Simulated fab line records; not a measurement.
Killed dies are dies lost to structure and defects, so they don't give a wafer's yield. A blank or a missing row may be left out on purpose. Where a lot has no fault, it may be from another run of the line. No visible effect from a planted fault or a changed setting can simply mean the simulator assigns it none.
fab line records    flow n5Finfet    part 2 of 2: steps 20 to 27 of 27
record lots=5  wafers=15  lastDay=17
route steps=1938 shown FIN_CUT@178 STI_FIN_REVEAL@183
lots that met no fault: taken from a fault-free run of the same line
startH: start of the lot's first displayed wafer, in hours after the record's first day    waitH: hours elapsed since this lot's preceding step    " repeats the value in the row above    L1.1+2: one row covering several wafers at once    - value missing, or start not given    * or withheld: withheld    < > ~ a bound
route shown NAME@n: names a module that has steps shown in the file, with the first one's number in the route    usual: mean and standard deviation over wafers with no fault    same: alike in all rows    chamber/n: place in a boat    sites: readings site by site    _std_site: standard deviation of those values    _edge_site: inner sites' mean taken away from outer sites' mean    radiusMm: how far each site lies from the wafer's centre    mask NAME#n: copy n    behind: the most recent tool/chamber to have shaped the wafer    hold: why the lot was held/for how many hours/how that ended    device: whichever transistor did not switch (one of n, p or np)    end of line: the tests these same wafers got at the end of their route    a step given without rows: its recipe and nothing more    killed: dies that structure and defects cost at the first sort, which is not the same as the wafer's yield    map: the dies of a wafer, with x for killed, . for not killed, _ for no die there
set.NAME: the run value of the setting; set.NAME@STEP: its run value at that earlier step    model.NAME: the simulator's own value behind a step, which no gauge read
lots at some steps of the route; a table a step, a row a wafer
services: from which hour (startH, from the record's first day; less than 0 if before it) a tool's chamber was out of use, for how many hours, and why
## steps
# step N5_STI_FIN_REVEAL_STRIP_16
# recipe chemistry=H3PO4  material=SiNx  tempC=165  targetDepthA=238  overetchFraction=0.4964  dry=ipaMarangoni
# usual tempC=165.00/0.14
lot.wafer  tool         chamber  startH  waitH  tempC
L076.1     wetBench-04  2        49.38   1.1    164.97
L076.4     "            7        "       "      165.01
L076.6     "            5        "       "      165.04
L078.1     wetBench-03  5        62.95   1.1    165.13
L078.3     "            6        "       "      164.93
L078.4     "            3        "       "      164.95
L083.2     wetBench-05  2        89.90   1.1    165.16
L083.5     "            4        "       "      164.87
L083.6     "            3        "       "      165.01
L092.4     wetBench-04  1        144.66  0.6    165.08
L092.5     "            7        "       "      165.09
L092.6     "            5        "       "      165.03
L097.1     wetBench-04  7        182.12  1.1    165.16
L097.3     "            1        "       "      164.97
L097.6     "            4        "       "      164.80
# step N5_STI_FIN_REVEAL_PRECLEAN_17
# recipe chemistry=NF3:NH3  afsCycles=1  tempC=30  timeS=20  sublimationTempC=180  sublimationTimeS=60  pressureTorr=3  rfPowerW=30
# usual pressureTorr=3.001/0.006  tempC=30.01/0.11
lot.wafer  tool             chamber  startH  waitH  pressureTorr  tempC
L076.1     remotePlasma-01  1        49.65   0.0    3.001         30.01
L076.4     "                1        "       "      3.004         30.01
L076.6     "                1        "       "      3.005         30.11
L078.1     remotePlasma-02  0        63.22   0.0    2.998         29.90
L078.3     "                0        "       "      3.000         29.95
L078.4     "                0        "       "      3.005         29.79
L083.2     remotePlasma-02  1        90.20   0.1    3.003         30.09
L083.5     "                1        "       "      3.011         30.04
L083.6     "                1        "       "      3.009         30.26
L092.4     remotePlasma-02  0        145.02  0.1    3.009         30.14
L092.5     "                0        "       "      3.003         30.09
L092.6     "                0        "       "      2.998         30.18
L097.1     remotePlasma-02  1        182.39  0.0    3.006         30.13
L097.3     "                1        "       "      3.008         30.06
L097.6     "                1        "       "      3.010         30.02
# step N5_STI_FIN_REVEAL_ETCH_34
# recipe chemistry=H2  mode=isotropic  material=Si  target=Si  targetDepthA=9.7  tempC=20  pressureMtorr=4.5  icpW=300  biasW=0  h2FlowSccm=7.5  heFlowSccm=142.5
# usual drypumpMotorCurrentA=5.6/0.33  h2FlowSccm=7.498/0.019  heFlowSccm=142.5/0.36  oesProductAu=0.998/0.015  tempC=19.99/0.091  throttleValvePct=25.8/0.53
lot.wafer  tool      chamber  startH  waitH  drypumpMotorCurrentA  h2FlowSccm  heFlowSccm  oesProductAu  rfHoursCounterH  tempC  throttleValvePct
L076.1     rieSi-06  2        49.85   0.2    5.6                   7.525       142.8       0.990         55               19.94  24.8
L076.4     "         1        "       "      5.4                   7.488       142.8       1.007         187              19.93  26.4
L076.6     "         1        "       "      5.4                   7.509       142.2       1.011         -                19.92  26.4
L078.1     rieSi-02  1        63.42   0.2    5.1                   7.479       142.4       0.995         197              19.78  25.3
L078.3     "         2        "       "      5.8                   7.499       142.8       0.969         76               20.02  26.2
L078.4     "         3        "       "      5.3                   7.465       143.0       0.983         47               19.97  26.3
L083.2     rieSi-06  0        90.38   0.1    5.4                   7.495       142.5       1.001         60               20.00  25.3
L083.5     "         2        "       "      5.6                   7.495       142.2       0.991         -                20.06  24.8
L083.6     "         1        "       "      5.5                   7.528       142.1       1.013         -                19.99  26.5
L092.4     rieSi-04  1        145.13  0.1    4.9                   7.505       142.3       1.014         4                20.15  25.4
L092.5     "         0        "       "      6.1                   7.487       142.7       0.986         -                20.12  26.5
L092.6     "         3        "       "      5.6                   7.505       142.9       1.016         -                19.96  26.0
L097.1     rieSi-04  2        182.59  0.2    6.2                   7.505       142.7       0.999         45               20.07  25.6
L097.3     "         3        "       "      5.6                   7.504       142.1       1.015         68               20.06  26.0
L097.6     "         0        "       "      6.1                   7.511       142.1       0.982         -                19.88  26.5
# step N5_STI_FIN_REVEAL_OXIDATION_31
# recipe chemistry=O2_PLASMA_REMOTE  tempC=150  timeS=20  pressureMtorr=1000  sourcePowerW=2000  o2FlowSccm=3000
# usual drypumpMotorCurrentA=5.6/0.36  heaterPowerW=134/5.8  tempC=149.99/0.15
lot.wafer  tool            chamber  startH  waitH  drypumpMotorCurrentA  heaterPowerW  rfHoursCounterH  tempC
L076.1     plasmaAsher-02  0        49.91   0.0    5.8                   140           85               150.12
L076.4     "               0        "       "      5.8                   139           -                149.97
L076.6     "               0        "       "      5.8                   138           -                149.87
L078.1     plasmaAsher-01  0        63.48   0.0    6.0                   137           34               149.98
L078.3     "               1        "       "      5.4                   126           -                149.91
L078.4     "               0        "       "      6.0                   136           -                149.94
L083.2     plasmaAsher-01  0        90.44   0.0    6.1                   138           41               149.78
L083.5     "               0        "       "      6.1                   138           -                149.99
L083.6     "               1        "       "      5.4                   128           -                150.06
L092.4     plasmaAsher-02  0        145.21  0.1    5.8                   139           -                150.13
L092.5     "               1        "       "      5.1                   138           -                150.22
L092.6     "               0        "       "      5.8                   135           -                150.11
L097.1     plasmaAsher-01  1        182.65  0.0    5.4                   128           55               149.87
L097.3     "               0        "       "      6.0                   142           -                150.10
L097.6     "               0        "       "      6.0                   136           -                150.24
# step N5_STI_FIN_REVEAL_PRECLEAN_32
# recipe chemistry=NF3:NH3  afsCycles=1  tempC=30  timeS=20  sublimationTempC=180  sublimationTimeS=60  pressureTorr=3  rfPowerW=30
# usual pressureTorr=3.001/0.0058  tempC=30.01/0.097
lot.wafer  tool             chamber  startH  waitH  pressureTorr  tempC
L076.1     remotePlasma-01  0        49.99   0.1    3.002         30.00
L076.4     "                0        "       "      3.005         30.03
L076.6     "                0        "       "      3.003         30.02
L078.1     remotePlasma-01  0        63.56   0.1    3.004         30.04
L078.3     "                0        "       "      2.998         29.96
L078.4     "                0        "       "      3.001         29.97
L083.2     remotePlasma-02  0        90.55   0.1    2.997         30.00
L083.5     "                0        "       "      2.988         29.86
L083.6     "                0        "       "      2.986         29.92
L092.4     remotePlasma-01  1        145.37  0.1    3.003         29.93
L092.5     "                1        "       "      3.002         30.13
L092.6     "                1        "       "      3.006         30.14
L097.1     remotePlasma-01  1        182.74  0.1    3.000         30.16
L097.3     "                1        "       "      3.007         30.07
L097.6     "                1        "       "      3.000         30.19
# step N5_STI_FIN_REVEAL_STRIP_35
# recipe chemistry=H3PO4  material=Si3N4  tempC=165  targetDepthA=40  timeS=39
# usual tempC=165.00/0.13
lot.wafer  tool         chamber  startH  waitH  tempC
L076.1     wetBench-05  6        50.20   0.2    165.21
L076.4     "            7        "       "      165.11
L076.6     "            2        "       "      164.85
L078.1     wetBench-03  0        63.77   0.2    165.10
L078.3     "            5        "       "      165.14
L078.4     "            1        "       "      164.78
L083.2     wetBench-05  5        90.73   0.2    164.85
L083.5     "            1        "       "      165.07
L083.6     "            2        "       "      164.84
L092.4     wetBench-05  6        145.49  0.1    165.09
L092.5     "            5        "       "      165.02
L092.6     "            3        "       "      164.96
L097.1     wetBench-04  7        182.95  0.2    165.22
L097.3     "            4        "       "      165.18
L097.6     "            0        "       "      165.06
# step N5_STI_FIN_REVEAL_SRD_21
# recipe dry=ipaMarangoni  timeS=30  tempC=23  rinseLiquid=diw
# usual tempC=22.99/0.099
lot.wafer  tool         chamber  startH  waitH  tempC
L076.1     wetBench-05  6        50.22   0.0    23.03
L076.4     "            7        "       "      23.19
L076.6     "            2        "       "      23.11
L078.1     wetBench-03  0        63.79   0.0    23.01
L078.3     "            5        "       "      22.99
L078.4     "            1        "       "      22.94
L083.2     wetBench-05  5        90.75   0.0    22.79
L083.5     "            1        "       "      22.80
L083.6     "            2        "       "      23.01
L092.4     wetBench-05  6        145.50  0.0    22.96
L092.5     "            5        "       "      22.95
L092.6     "            3        "       "      23.23
L097.1     wetBench-04  7        182.96  0.0    22.92
L097.3     "            4        "       "      22.92
L097.6     "            0        "       "      22.94
# step N5_STI_FIN_REVEAL_OXIDATION_33
# recipe chemistry=O2_PLASMA_REMOTE  tempC=150  timeS=20  pressureMtorr=1000  sourcePowerW=2000  o2FlowSccm=3000
# usual drypumpMotorCurrentA=5.6/0.35  heaterPowerW=134/6.1  tempC=149.97/0.15
lot.wafer  tool            chamber  startH  waitH  drypumpMotorCurrentA  heaterPowerW  rfHoursCounterH  tempC
L076.1     plasmaAsher-02  1        50.26   0.0    5.1                   138           85               149.70
L076.4     "               0        "       "      5.8                   141           -                149.76
L076.6     "               1        "       "      5.1                   137           -                149.68
L078.1     plasmaAsher-01  1        63.86   0.1    5.4                   124           34               149.71
L078.3     "               1        "       "      5.4                   123           -                149.93
L078.4     "               0        "       "      6.0                   138           -                150.21
L083.2     plasmaAsher-01  1        90.79   0.0    5.4                   131           41               149.93
L083.5     "               1        "       "      5.4                   125           -                149.99
L083.6     "               0        "       "      6.1                   139           -                149.85
L092.4     plasmaAsher-01  0        145.57  0.0    6.0                   138           -                149.95
L092.5     "               0        "       "      6.0                   141           -                149.97
L092.6     "               1        "       "      5.4                   121           -                149.94
L097.1     plasmaAsher-01  0        183.01  0.0    6.0                   138           55               150.00
L097.3     "               1        "       "      5.4                   125           -                149.69
L097.6     "               1        "       "      5.4                   129           -                149.99
## services
tool            chamber  startH  hours  kind
rieSi-06        2        23.22   7.5    repair
rieDiel-06      -        28.41   28.1   pm
aldSin-01       -        41.94   28.1   pm
plasmaAsher-01  -        45.00   6.5    repair
cmp-04          -        47.20   4.0    pm
rieDiel-02      3        49.63   8.5    repair
plasmaAsher-02  -        51.27   15.0   repair
vaporEtch-01    0        52.97   20.0   repair
rieDiel-02      0        53.04   14.0   repair
fcvd-01         -        59.97   0.2    repair
rieDiel-02      -        63.34   4.1    repair
aldSin-01       0        70.25   20.8   repair
rieDiel-01      0        83.15   5.0    repair
wetBench-02     -        85.41   0.9    repair
fcvd-01         1        96.65   2.4    repair
rieDiel-01      0        97.10   6.9    repair
plasmaAsher-02  -        109.26  2.8    pm
plasmaAsher-01  -        115.45  10.4   repair
aldSin-02       3        121.55  17.2   repair
aldSin-02       -        130.27  0.4    repair
rieDiel-02      1        162.82  3.1    repair
plasmaAsher-01  -        168.97  3.8    repair
fcvd-01         -        170.26  0.7    repair
wetBench-01     -        174.15  1.6    repair
